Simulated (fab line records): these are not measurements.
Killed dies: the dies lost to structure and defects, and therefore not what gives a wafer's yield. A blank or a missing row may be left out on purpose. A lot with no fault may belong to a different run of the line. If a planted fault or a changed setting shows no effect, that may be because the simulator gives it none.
The tool behind it: which one?	flow n5-finfet	72 wafers from 24 lots sampled at 6 of the route's 1938 steps

## WHAT THE GAUGES READ, wafer by wafer
Not one reading of a measure or inspect step in the record can be checked against a usual standard deviation.

## WHAT TOOL EACH LOT RAN ON (gives the tool, then ch and the chambers of the sampled wafers, and finally the start)
lot	N5_BEOL_M2_STRIP_66	N5_BEOL_M2_SPUTTER_48	N5_BEOL_M2_ANNEAL_89	N5_BEOL_M2_ANNEAL_91	N5_BEOL_M2_CMP_52	N5_BEOL_M3_HM_DEP_02
L074	rie-diel-04 ch 0,2,3, day 6 21:35	pvd-sputter-01, day 6 23:50	pvd-sputter-01, day 7 00:48	pvd-sputter-01, day 7 01:01	cmp-03 ch 1,2,3, day 7 02:22	pvd-sputter-01, day 7 03:25
L077	rie-diel-04 ch 0,2, day 7 06:54	pvd-sputter-02, day 7 15:07	pvd-sputter-02, day 7 16:05	pvd-sputter-02, day 7 16:18	cmp-03 ch 0,1,3, day 7 17:28	pvd-sputter-02, day 7 20:31
L076	rie-diel-02 ch 0,1,3, day 7 08:14	pvd-sputter-01, day 7 18:42	pvd-sputter-01, day 7 19:40	pvd-sputter-01, day 7 19:53	cmp-02 ch 0,1,2, day 7 21:19	pvd-sputter-02, day 8 00:02
L075	rie-diel-04 ch 0,1,3, day 7 10:10	pvd-sputter-03, day 7 20:16	pvd-sputter-03, day 7 21:13	pvd-sputter-03, day 7 21:26	cmp-02 ch 2,3, day 7 22:35	pvd-sputter-01, day 8 00:06
L078	rie-diel-04 ch 0,2,3, day 7 11:25	pvd-sputter-02, day 7 21:40	pvd-sputter-02, day 7 22:37	pvd-sputter-02, day 7 22:50	cmp-02 ch 1,2,3, day 7 23:55	pvd-sputter-03, day 8 00:41
L080	rie-diel-04 ch 2,3, day 8 00:19	pvd-sputter-01, day 8 02:37	pvd-sputter-01, day 8 03:35	pvd-sputter-01, day 8 03:48	cmp-02 ch 0,2,3, day 8 04:55	pvd-sputter-01, day 8 06:02
L079	rie-diel-04 ch 0,3, day 8 00:40	pvd-sputter-02, day 8 03:19	pvd-sputter-02, day 8 04:17	pvd-sputter-02, day 8 04:30	cmp-02 ch 0,1,3, day 8 06:05	pvd-sputter-02, day 8 08:55
L081	rie-diel-05 ch 1,2, day 8 06:05	pvd-sputter-02, day 8 10:18	pvd-sputter-02, day 8 11:16	pvd-sputter-02, day 8 11:29	cmp-02 ch 1,2,3, day 8 12:38	pvd-sputter-01, day 8 13:51
L082	rie-diel-02 ch 1,2,3, day 8 13:42	pvd-sputter-03, day 8 19:01	pvd-sputter-03, day 8 19:59	pvd-sputter-03, day 8 20:12	cmp-01 ch 0,3, day 8 21:17	pvd-sputter-02, day 8 22:55
L083	rie-diel-02 ch 0,2,3, day 9 00:56	pvd-sputter-02, day 9 05:34	pvd-sputter-02, day 9 06:31	pvd-sputter-02, day 9 06:44	cmp-03 ch 0,2,3, day 9 07:49	pvd-sputter-01, day 9 09:04
L085	rie-diel-02 ch 1,3, day 9 15:59	pvd-sputter-01, day 9 21:13	pvd-sputter-01, day 9 22:11	pvd-sputter-01, day 9 22:24	cmp-01 ch 0,2,3, day 9 23:29	pvd-sputter-02, day 10 00:16
L086	rie-diel-02 ch 1,2,3, day 9 23:44	pvd-sputter-03, day 10 06:27	pvd-sputter-03, day 10 07:25	pvd-sputter-03, day 10 07:38	cmp-01 ch 0,2,3, day 10 08:43	pvd-sputter-02, day 10 09:35
L084	rie-diel-02 ch 0,1,2, day 10 03:48	pvd-sputter-02, day 10 07:24	pvd-sputter-02, day 10 08:22	pvd-sputter-02, day 10 08:35	cmp-01 ch 1,2,3, day 10 09:44	pvd-sputter-03, day 10 10:29
L087	rie-diel-05 ch 2,3, day 10 04:26	pvd-sputter-01, day 10 09:40	pvd-sputter-01, day 10 10:38	pvd-sputter-01, day 10 10:51	cmp-01 ch 0,1,2, day 10 11:59	pvd-sputter-02, day 10 12:47
L088	rie-diel-05 ch 2,3, day 10 05:13	pvd-sputter-02, day 10 10:04	pvd-sputter-02, day 10 11:01	pvd-sputter-02, day 10 11:14	cmp-01 ch 0,1,2, day 10 12:26	pvd-sputter-03, day 10 14:37
L090	rie-diel-05 ch 0,2,3, day 10 10:44	pvd-sputter-01, day 10 16:14	pvd-sputter-01, day 10 17:11	pvd-sputter-01, day 10 17:25	cmp-02 ch 0,2,3, day 10 18:32	pvd-sputter-03, day 10 19:27
L089	rie-diel-02 ch 0,2,3, day 10 13:20	pvd-sputter-01, day 10 19:23	pvd-sputter-01, day 10 20:21	pvd-sputter-01, day 10 20:34	cmp-01 ch 0,1,2, day 10 21:38	pvd-sputter-02, day 10 22:46
L091	rie-diel-02 ch 1,2,3, day 10 19:49	pvd-sputter-02, day 11 04:02	pvd-sputter-02, day 11 05:00	pvd-sputter-02, day 11 05:13	cmp-02 ch 0,1,2, day 11 06:18	pvd-sputter-03, day 11 07:45
L092	rie-diel-05 ch 1,2, day 11 06:32	pvd-sputter-01, day 11 12:14	pvd-sputter-01, day 11 13:11	pvd-sputter-01, day 11 13:25	cmp-02 ch 1,2, day 11 14:31	pvd-sputter-01, day 11 16:16
L093	rie-diel-05 ch 0,2,3, day 11 06:46	pvd-sputter-02, day 12 00:23	pvd-sputter-02, day 12 01:21	pvd-sputter-02, day 12 01:34	cmp-03 ch 0,2,3, day 12 02:38	pvd-sputter-01, day 12 06:08
L094	rie-diel-02 ch 0,3, day 11 13:55	pvd-sputter-03, day 12 03:34	pvd-sputter-03, day 12 04:31	pvd-sputter-03, day 12 04:44	cmp-01 ch 0,1, day 12 05:51	pvd-sputter-01, day 12 07:02
L095	rie-diel-05 ch 0,2,3, day 11 22:24	pvd-sputter-03, day 12 05:24	pvd-sputter-03, day 12 06:22	pvd-sputter-03, day 12 06:35	cmp-01 ch 1,3, day 12 07:46	pvd-sputter-03, day 12 09:28
L096	rie-diel-05 ch 0,2,3, day 11 22:43	pvd-sputter-02, day 12 09:00	pvd-sputter-02, day 12 09:58	pvd-sputter-02, day 12 10:11	cmp-02 ch 1,2,3, day 12 11:17	pvd-sputter-03, day 12 12:49
L097	rie-diel-02 ch 0,1,3, day 12 12:39	pvd-sputter-02, day 12 16:14	pvd-sputter-02, day 12 17:12	pvd-sputter-02, day 12 17:25	cmp-01 ch 0,1,2, day 12 18:37	pvd-sputter-02, day 12 21:06
- N5_BEOL_M2_STRIP_66: strips in CF4.
- N5_BEOL_M2_SPUTTER_48: material Cu, target thk 4.5 nm, time 8.29 s.
- N5_BEOL_M2_ANNEAL_89: time 240 s.
- N5_BEOL_M2_ANNEAL_91: time 240 s.
- N5_BEOL_M2_CMP_52: polishes, stops on SiOC, t overpolish 6.8 s, target thk 40 nm.
- N5_BEOL_M3_HM_DEP_02: deposits TiN, target thk 20 nm.

## AS READ BY THE TOOLS THEMSELVES (means over the sampled wafers that have a number; for cases with no such wafer, the mark the record gives instead)
N5_BEOL_M2_STRIP_66. Usual: bias-power-w 75.02 W, standard deviation 0.24; drypump-motor-current-A 5.5 A, standard deviation 0.36; oes-product-au 0.76 a.u., standard deviation 0.075; rf-vpp-V 271.1 V, standard deviation 1.7; showerhead-plenum-p-Torr 1.80 Torr, standard deviation 0.066; throttle-valve-pct 13.61 %, standard deviation 0.19.
lot	tool	bias-power-w (W)	drypump-motor-current-A (A)	oes-product-au (a.u.)	rf-vpp-V (V)	showerhead-plenum-p-Torr (Torr)	throttle-valve-pct (%)	flag
L074	rie-diel-04	74.95	5.4	0.76	268.9	1.74	13.61	
L077	rie-diel-04	75.30	5.5	0.76	269.6	1.73	13.66	
L076	rie-diel-02	75.16	5.3	0.83	271.9	1.80	13.46	
L075	rie-diel-04	74.84	5.6	0.71	269.6	1.76	13.77	
L078	rie-diel-04	75.05	5.4	0.77	269.9	1.73	13.63	
L080	rie-diel-04	74.81	5.3	0.77	269.8	1.73	13.59	
L079	rie-diel-04	74.97	5.7	0.70	269.1	1.72	13.73	
L081	rie-diel-05	75.03	5.8	0.72	272.0	1.81	13.65	
L082	rie-diel-02	75.23	5.4	0.82	271.8	1.85	13.54	
L083	rie-diel-02	74.93	5.7	0.76	272.0	1.80	13.66	
L085	rie-diel-02	74.92	5.1	0.85	272.4	1.84	13.37	
L086	rie-diel-02	75.15	5.4	0.80	271.9	1.84	13.56	
L084	rie-diel-02	74.97	5.5	0.75	270.6	1.79	13.60	
L087	rie-diel-05	74.97	5.8	0.76	272.7	1.87	13.56	
L088	rie-diel-05	75.24	5.8	0.81	273.2	1.88	13.46	
L090	rie-diel-05	75.04	5.5	0.77	272.0	1.85	13.45	
L089	rie-diel-02	74.96	5.7	0.74	271.9	1.79	13.70	
L091	rie-diel-02	74.85	5.4	0.79	271.4	1.84	13.58	
L092	rie-diel-05	75.27	5.8	0.70	270.9	1.81	13.71	
L093	rie-diel-05	74.98	5.5	0.77	272.0	1.85	13.45	
L094	rie-diel-02	75.04	5.5	0.79	270.6	1.79	13.63	
L095	rie-diel-05	74.69	5.5	0.77	272.1	1.85	13.47	
L096	rie-diel-05	75.02	5.6	0.77	273.4	1.85	13.47	
L097	rie-diel-02	75.14	5.3	0.77	270.7	1.79	13.56	

N5_BEOL_M2_SPUTTER_48. Usual: throttle-valve-pct 29.7 %, standard deviation 0.99.
lot	tool	throttle-valve-pct (%)	flag
L074	pvd-sputter-01	29.3	
L077	pvd-sputter-02	29.8	
L076	pvd-sputter-01	29.3	
L075	pvd-sputter-03	30.9	
L078	pvd-sputter-02	29.8	
L080	pvd-sputter-01	30.7	
L079	pvd-sputter-02	29.8	
L081	pvd-sputter-02	29.7	
L082	pvd-sputter-03	28.4	
L083	pvd-sputter-02	30.2	
L085	pvd-sputter-01	28.8	
L086	pvd-sputter-03	30.2	
L084	pvd-sputter-02	29.7	
L087	pvd-sputter-01	30.2	
L088	pvd-sputter-02	29.6	
L090	pvd-sputter-01	29.6	
L089	pvd-sputter-01	30.7	
L091	pvd-sputter-02	30.1	
L092	pvd-sputter-01	30.5	
L093	pvd-sputter-02	29.5	
L094	pvd-sputter-03	28.9	
L095	pvd-sputter-03	29.6	
L096	pvd-sputter-02	29.6	
L097	pvd-sputter-02	29.6	

N5_BEOL_M2_ANNEAL_89. Usual: heater-power-w 870 W, standard deviation 140.
lot	tool	heater-power-w (W)	flag
L074	pvd-sputter-01	797	
L077	pvd-sputter-02	928	
L076	pvd-sputter-01	802	
L075	pvd-sputter-03	743	
L078	pvd-sputter-02	917	
L080	pvd-sputter-01	760	
L079	pvd-sputter-02	908	
L081	pvd-sputter-02	885	
L082	pvd-sputter-03	1034	
L083	pvd-sputter-02	1027	
L085	pvd-sputter-01	833	
L086	pvd-sputter-03	756	
L084	pvd-sputter-02	864	
L087	pvd-sputter-01	792	
L088	pvd-sputter-02	888	
L090	pvd-sputter-01	830	
L089	pvd-sputter-01	745	
L091	pvd-sputter-02	995	
L092	pvd-sputter-01	817	
L093	pvd-sputter-02	881	
L094	pvd-sputter-03	930	
L095	pvd-sputter-03	875	
L096	pvd-sputter-02	891	
L097	pvd-sputter-02	869	

N5_BEOL_M2_ANNEAL_91. Usual: heater-power-w 871 W, standard deviation 140.
lot	tool	heater-power-w (W)	flag
L074	pvd-sputter-01	798	
L077	pvd-sputter-02	921	
L076	pvd-sputter-01	805	
L075	pvd-sputter-03	741	
L078	pvd-sputter-02	914	
L080	pvd-sputter-01	759	
L079	pvd-sputter-02	909	
L081	pvd-sputter-02	892	
L082	pvd-sputter-03	1060	
L083	pvd-sputter-02	1030	
L085	pvd-sputter-01	826	
L086	pvd-sputter-03	755	
L084	pvd-sputter-02	886	
L087	pvd-sputter-01	785	
L088	pvd-sputter-02	887	
L090	pvd-sputter-01	831	
L089	pvd-sputter-01	762	
L091	pvd-sputter-02	1000	
L092	pvd-sputter-01	826	
L093	pvd-sputter-02	871	
L094	pvd-sputter-03	931	
L095	pvd-sputter-03	862	
L096	pvd-sputter-02	894	
L097	pvd-sputter-02	880	

N5_BEOL_M2_CMP_52. Usual: barrier-field-endpoint-s 24.7 s, standard deviation 0.77; motor-current-A 6.1 A, standard deviation 0.65; overpolish-run-s 6.801 s, standard deviation 0.009; time-to-endpoint-s 62 s, standard deviation 3.4.
lot	tool	barrier-field-endpoint-s (s)	motor-current-A (A)	overpolish-run-s (s)	time-to-endpoint-s (s)	flag
L074	cmp-03	24.5	7.1	6.805	61	
L077	cmp-03	25.2	6.6	6.805	64	
L076	cmp-02	24.6	5.8	6.792	59	
L075	cmp-02	24.8	6.4	6.789	58	
L078	cmp-02	23.6	6.3	6.809	58	
L080	cmp-02	24.0	6.7	6.798	62	
L079	cmp-02	24.2	6.3	6.801	60	
L081	cmp-02	23.9	6.2	6.794	58	
L082	cmp-01	24.8	6.0	6.809	64	
L083	cmp-03	25.7	6.5	6.795	65	
L085	cmp-01	26.0	5.9	6.798	67	
L086	cmp-01	25.4	5.7	6.798	63	
L084	cmp-01	25.5	6.1	6.804	65	
L087	cmp-01	24.9	5.4	6.811	65	
L088	cmp-01	24.8	5.5	6.798	62	
L090	cmp-02	24.2	6.3	6.798	61	
L089	cmp-01	25.5	5.5	6.800	62	
L091	cmp-02	24.3	6.2	6.799	60	
L092	cmp-02	24.1	6.2	6.802	60	
L093	cmp-03	24.1	6.6	6.811	65	
L094	cmp-01	24.8	5.4	6.799	65	
L095	cmp-01	24.7	6.0	6.797	64	
L096	cmp-02	23.8	6.3	6.803	58	
L097	cmp-01	24.7	5.5	6.789	61	

N5_BEOL_M3_HM_DEP_02. Usual: throttle-valve-pct 29.7 %, standard deviation 0.97.
lot	tool	throttle-valve-pct (%)	flag
L074	pvd-sputter-01	30.2	
L077	pvd-sputter-02	30.3	
L076	pvd-sputter-02	29.3	
L075	pvd-sputter-01	30.9	
L078	pvd-sputter-03	30.4	
L080	pvd-sputter-01	29.7	
L079	pvd-sputter-02	29.9	
L081	pvd-sputter-01	30.1	
L082	pvd-sputter-02	29.1	
L083	pvd-sputter-01	30.1	
L085	pvd-sputter-02	29.2	
L086	pvd-sputter-02	30.1	
L084	pvd-sputter-03	30.1	
L087	pvd-sputter-02	29.9	
L088	pvd-sputter-03	29.2	
L090	pvd-sputter-03	30.2	
L089	pvd-sputter-02	30.2	
L091	pvd-sputter-03	29.6	
L092	pvd-sputter-01	30.0	
L093	pvd-sputter-01	29.3	
L094	pvd-sputter-01	29.4	
L095	pvd-sputter-03	30.6	
L096	pvd-sputter-03	30.0	
L097	pvd-sputter-02	30.0	

## THE ANSWER, worked out from the rows above alone
Rule: a lot is off if the mean of its wafers that have a number lies more than 3 standard deviations from the usual mean. A lot without any number at a reading at which 4 lots or more have one is off too. Where the step has rows for the other lots, those lots are counted as sound. The gauges are gone through in route order, then the tools' own readings, and for those a lot's mean is taken as printed above. The first step at which some lot is off is used, and at that step the reading that is off furthest; a lot without a number counts as furthest.
Nothing can be told from this: no lot is off at any reading shown.

## WHAT THE SIMULATOR PUT IN
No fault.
